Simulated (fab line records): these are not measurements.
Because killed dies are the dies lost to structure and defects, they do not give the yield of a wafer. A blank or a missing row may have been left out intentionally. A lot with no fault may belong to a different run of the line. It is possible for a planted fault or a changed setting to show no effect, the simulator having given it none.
fab line records    flow nandHarc    part 2 of 2: steps 25 to 34 of 34
[record] lots = 5  wafers = 15  lastDay = 21
route steps=1159 shown P_GATE@122
lots untouched by any fault: they come from a run of this same line in which no faults occurred
startH: hours from the record's opening day to when the first of the lot's shown wafers began    waitH: how many hours have passed since the lot's step before this one    " as in the row above    L1.1+2: a single row standing in for several wafers    - no value, or no start was given    * or withheld: withheld    < > ~ a bound
route shown NAME@n: a module of which the file shows steps, and the number in the route of the first    usual: mean and standard deviation over wafers with no fault    same: alike in all rows    chamber/n: place in a boat    sites: per-site readings    _std_site: the standard deviation of these    _edge_site: outer sites' mean less inner sites'    radiusMm: for every site, how far away it sits from the centre of the wafer    mask NAME#n: copy n    behind: the last tool/chamber to shape the wafer    hold: the reason the lot was held/the length of the hold in hours/how it ended    device: transistor that didn't switch, given as n, p or np    end of line: tests of these same wafers at the route's end    a step without rows: its recipe alone    killed: dies that structure and defects cost at the first sort, which is not the same as the wafer's yield    map: a wafer's dies, marking killed ones x, the rest . and places with no die _
set.NAME: the setting as run; set.NAME@STEP: as run at that earlier step    model.NAME: the simulator's own value behind a step, which no gauge read
a table for each step, a row for each wafer; lots at some steps of the route
services: the hour from which a tool's chamber was out of use, counted from the record's first day as startH (under 0 if before that day), plus the number of hours and why
[[steps]]
[step NHARC_P_GATE_HM_OPEN_105]
[recipe] targetDepthA = 3600  o2FlowSccm = 400  cosFlowSccm = 20  arFlowSccm = 0  rfW = 500  biasW = 300  chemistry = O2/COS
[usual] drypumpMotorCurrentA = 5.8/0.54  oesProductAu = 0.998/0.0077  rfVppV = 467.4/2.6  showerheadPlenumPTorr = 3.13/0.12  throttleValvePct = 28.330/0.0089
lot.wafer  tool        chamber  startH  waitH  drypumpMotorCurrentA  oesProductAu  rfHoursCounterH  rfVppV  showerheadPlenumPTorr  throttleValvePct
L074.2     rieDiel-07  0        -       -      4.8                   0.999         10               464.0   2.93                   28.324
L074.3     "           1        "       "      4.8                   0.992         10               468.6   3.20                   28.328
L074.5     "           3        "       "      5.8                   0.989         -                464.3   2.97                   28.320
L080.4     rieDiel-07  2        -       -      5.1                   1.008         21               468.3   3.18                   28.335
L080.3     "           3        "       "      5.8                   0.994         20               462.8   2.97                   28.314
L080.2     "           0        "       "      4.8                   0.998         18               464.1   2.93                   28.327
L081.3     rieDiel-09  0        -       -      5.5                   0.998         12               469.9   3.24                   28.329
L081.2     "           1        "       "      6.0                   0.997         12               465.7   3.04                   28.350
L081.5     "           0        "       "      5.4                   0.989         -                470.6   3.24                   28.322
L083.1     rieDiel-09  1        -       -      6.1                   0.990         13               464.4   3.04                   28.329
L083.2     "           3        "       "      6.3                   1.008         12               466.5   3.08                   28.339
L083.6     "           0        "       "      5.4                   1.004         -                469.7   3.24                   28.323
L082.1     rieDiel-09  1        -       -      6.1                   0.996         13               465.0   3.04                   28.330
L082.3     "           2        "       "      6.1                   1.001         13               471.2   3.25                   28.339
L082.5     "           0        "       "      5.4                   0.991         -                469.2   3.24                   28.327
[step NHARC_P_GATE_STRIP_106]
[recipe] o2FlowSccm = 400  cosFlowSccm = 20  arFlowSccm = 0  biasW = 0  chemistry = O2/COS
lot.wafer   tool        chamber  startH  waitH
L074.3+2+5  rieDiel-07  2,3,2    -       -
L080.3+2+4  rieDiel-07  0,1,3    -       -
L081.2+3+5  rieDiel-09  3,2,3    -       -
L083.1+2+6  rieDiel-09  0,1,3    -       -
L082.1+3+5  rieDiel-09  2,3,1    -       -
[step NHARC_P_GATE_ETCH_114]
[recipe] targetDepthA = 300  overetchA = 30  timeS = 16.5  ionEnergyEv = 100  cf4FlowSccm = 80  o2FlowSccm = 20  arFlowSccm = 0  rfW = 300  biasW = 100  chemistry = CF4/O2
[usual] drypumpMotorCurrentA = 5.8/0.54  oesProductAu = 1.000/0.0073  rfVppV = 197.8/1.2  showerheadPlenumPTorr = 1.34/0.05  throttleValvePct = 13.397/0.0095
lot.wafer  tool        chamber  startH  waitH  drypumpMotorCurrentA  oesProductAu  rfHoursCounterH  rfVppV  showerheadPlenumPTorr  throttleValvePct
L074.3     rieDiel-07  1        -       -      4.8                   1.009         10               198.2   1.37                   13.402
L074.2     "           2        "       "      5.1                   1.008         12               199.3   1.36                   13.392
L074.5     "           3        "       "      5.7                   0.996         -                195.8   1.27                   13.399
L080.2     rieDiel-07  1        -       -      4.7                   1.000         19               199.2   1.37                   13.405
L080.4     "           2        "       "      5.1                   0.999         21               197.9   1.36                   13.401
L080.3     "           3        "       "      5.7                   0.998         20               194.9   1.27                   13.406
L081.2     rieDiel-09  2        -       -      6.0                   1.000         11               199.2   1.39                   13.410
L081.3     "           0        "       "      5.4                   0.999         12               198.7   1.39                   13.396
L081.5     "           2        "       "      6.1                   0.996         -                198.7   1.39                   13.395
L083.2     rieDiel-09  3        -       -      6.3                   1.010         12               197.5   1.32                   13.418
L083.1     "           1        "       "      6.0                   1.001         13               197.5   1.30                   13.390
L083.6     "           3        "       "      6.3                   1.008         -                196.6   1.32                   13.393
L082.1     rieDiel-09  1        -       -      6.0                   0.999         13               196.1   1.30                   13.393
L082.3     "           3        "       "      6.3                   1.015         12               197.6   1.32                   13.404
L082.5     "           0        "       "      5.4                   1.006         -                198.8   1.39                   13.396
[step NHARC_P_GATE_ETCH_32]
[recipe] targetDepthA = 1500  overEtchFrac = 1  overEtchIonEnergyEv = 40  timeS = 100.1  hbrFlowSccm = 150  cl2FlowSccm = 50  rfW = 400  icpW = 400  biasW = 100  chemistry = HBr/Cl2
[usual] drypumpMotorCurrentA = 5.5/0.41  oesProductAu = 1.001/0.008  throttleValvePct = 26.406/0.0094
[same] overEtchFrac = 1
lot.wafer  tool      chamber  startH  waitH  drypumpMotorCurrentA  oesProductAu  rfHoursCounterH  throttleValvePct
L074.2     rieSi-03  0        85.30   -      5.8                   0.984         0.7              26.422
L074.3     "         1        "       "      5.9                   0.989         0.9              26.409
L074.5     "         0        "       "      5.8                   0.991         -                26.399
L080.4     rieSi-05  2        120.14  -      5.4                   1.000         0.4              26.401
L080.3     "         0        "       "      5.5                   1.012         0.4              26.409
L080.2     "         1        "       "      4.8                   1.003         0.5              26.407
L081.2     rieSi-02  1        132.49  -      4.9                   0.994         0.9              26.396
L081.3     "         2        "       "      6.2                   0.998         0.6              26.394
L081.5     "         1        "       "      4.9                   1.000         -                26.392
L083.2     rieSi-03  2        139.12  -      5.4                   0.994         1.2              26.401
L083.1     "         0        "       "      5.8                   1.000         1.2              26.422
L083.6     "         1        "       "      5.9                   1.008         -                26.397
L082.1     rieSi-05  2        139.38  -      5.3                   0.991         0.6              26.412
L082.3     "         3        "       "      5.7                   1.007         0.6              26.399
L082.5     "         1        "       "      4.9                   1.004         -                26.416
[step NHARC_P_GATE_STRIP_108]
[recipe] o2FlowSccm = 500  arFlowSccm = 0  biasW = 0  chemistry = O2
[usual] drypumpMotorCurrentA = 5.9/0.51  oesProductAu = 0.999/0.0082  rfVppV = 57.8/0.91  showerheadPlenumPTorr = 3.54/0.13  throttleValvePct = 17.036/0.0091
lot.wafer  tool        chamber  startH  waitH  drypumpMotorCurrentA  oesProductAu  rfHoursCounterH  rfVppV  showerheadPlenumPTorr  throttleValvePct
L074.3     rieDiel-08  3        85.51   -      6.3                   0.996         53               58.1    3.66                   17.035
L074.2     "           0        "       "      6.0                   1.000         50               59.2    3.69                   17.039
L074.5     "           2        "       "      6.3                   0.998         -                57.6    3.36                   17.037
L080.4     rieDiel-07  3        120.30  -      5.8                   0.996         20               58.0    3.35                   17.043
L080.2     "           1        "       "      4.8                   1.001         19               58.1    3.61                   17.028
L080.3     "           2        "       "      5.1                   1.003         21               56.8    3.59                   17.044
L081.3     rieDiel-09  3        132.72  -      6.3                   1.016         11               57.8    3.48                   17.033
L081.2     "           0        "       "      5.4                   0.995         12               57.7    3.66                   17.025
L081.5     "           2        "       "      6.1                   0.992         -                57.8    3.67                   17.035
L083.2     rieDiel-09  0        139.30  -      5.5                   0.992         13               57.7    3.66                   17.044
L083.1     "           2        "       "      6.1                   0.993         13               58.3    3.67                   17.038
L083.6     "           0        "       "      5.4                   0.983         -                56.0    3.66                   17.038
L082.3     rieDiel-09  2        139.59  -      6.1                   0.994         13               58.1    3.67                   17.052
L082.1     "           3        "       "      6.3                   1.003         12               57.2    3.48                   17.036
L082.5     "           0        "       "      5.5                   0.992         -                57.3    3.66                   17.039
[step NHARC_P_GATE_CD_MEAS_33]
[usual] cdNm = 120.6/1.6
lot.wafer  tool      chamber  startH  waitH  cdNm
L074.2     cdSem-02  -        85.66   -      118.8
L074.3     "         -        "       "      120.5
L074.5     "         -        "       "      117.6
L080.2     cdSem-03  -        120.48  -      120.5
L080.3     "         -        "       "      118.6
L080.4     "         -        "       "      120.4
L081.2     cdSem-01  -        132.90  -      120.8
L081.3     "         -        "       "      122.0
L081.5     "         -        "       "      123.0
L083.1     cdSem-02  -        139.45  -      117.8
L083.2     "         -        "       "      120.6
L083.6     "         -        "       "      121.3
L082.1     cdSem-03  -        139.74  -      120.6
L082.3     "         -        "       "      121.0
L082.5     "         -        "       "      121.9
[step NHARC_P_GATE_STRIP_35]
[recipe] timeS = 600  tempC = 130  chemistry = SPM
lot.wafer   tool         chamber  startH  waitH
L074.5+3+2  wetBench-09  6,7,1    85.75   0.1
L080.4+3+2  wetBench-06  1,2,3    120.56  0.1
L081.5+3+2  wetBench-07  4,5,0    132.99  0.1
L083.1+6+2  wetBench-06  6,0,1    139.55  0.1
L082.5+1+3  wetBench-09  7,0,2    139.83  0.1
[step NHARC_P_GATE_PRECLEAN_73]
[recipe] timeS = *  tempC = 50  bathAgeMin = 0  chemistry = SC1
lot.wafer   tool         chamber  startH  waitH
L074.5+3+2  wetBench-09  6,7,1    -       -
L080.4+3+2  wetBench-06  1,2,3    -       -
L081.5+3+2  wetBench-07  4,5,0    -       -
L083.1+6+2  wetBench-06  6,0,1    -       -
L082.5+1+3  wetBench-09  7,0,2    -       -
[step NHARC_P_GATE_SRD_74]
lot.wafer   tool         chamber  startH  waitH
L074.5+3+2  wetBench-09  6,7,1    -       -
L080.4+3+2  wetBench-06  1,2,3    -       -
L081.5+3+2  wetBench-07  4,5,0    -       -
L083.1+6+2  wetBench-06  6,0,1    -       -
L082.5+1+3  wetBench-09  7,0,2    -       -
[step NHARC_P_GATE_ALD_36]
[recipe] targetThkA = 200  pulseTimeS = 60  aldCycles = 223  tempC = 400  material = SiNx
[usual] heaterPowerW = 865/80  precursorPulseHeightRel = 1.000/0.021
lot.wafer  tool       chamber  startH  waitH  heaterPowerW  precursorPulseHeightRel
L074.3     aldSin-02  2        88.70   -      902           0.962
L074.2     "          0        90.82   -      982           0.984
L074.5     "          2        92.94   -      874           0.956
L080.3     aldSin-01  3        120.93  -      894           1.003
L080.2     "          0        121.99  -      851           0.985
L080.4     "          1        123.04  -      941           1.039
L081.2     aldSin-04  2        135.50  -      792           1.008
L081.3     "          3        136.57  -      851           1.017
L081.5     "          1        138.70  -      958           1.020
L082.1     aldSin-01  2        140.20  -      849           0.951
L082.3     "          0        143.02  -      826           1.041
L082.5     "          0        147.23  -      842           1.008
L083.2     aldSin-02  2        142.08  -      869           1.005
L083.1     "          3        143.16  -      847           1.027
L083.6     "          0        144.24  -      990           0.998
[[services]]
tool            chamber  startH  hours  kind
rieDiel-07      -        51.33   9.0    pm
aldSin-02       -        56.05   10.0   pm
rieSi-03        2        60.58   5.2    repair
rieSi-05        -        62.00   9.0    pm
arfiScanner-03  -        63.26   0.7    repair
rieDiel-09      -        77.10   9.0    pm
aldSin-02       2        77.93   4.0    repair
pecvd-04        -        80.77   1.1    repair
pecvd-04        1        86.01   1.7    repair
arfiScanner-03  -        90.22   0.9    repair
rieDiel-08      3        91.78   2.1    repair
lithoTrack-01   -        93.00   7.0    pm
arfiScanner-03  -        93.48   1.4    repair
rieDiel-07      -        93.99   0.3    repair
wetBench-07     -        96.01   8.0    pm
aclDep-01       -        111.09  13.0   pm
furnace-06      -        112.15  1.5    repair
wetBench-09     -        112.80  8.0    pm
lithoTrack-06   -        117.00  7.0    pm
rieDiel-08      -        124.80  9.0    pm
wetBench-06     -        129.60  8.0    pm
aldSin-01       1        130.82  15.4   repair
rieDiel-08      1        136.12  32.4   repair
lithoTrack-04   -        141.00  7.0    pm
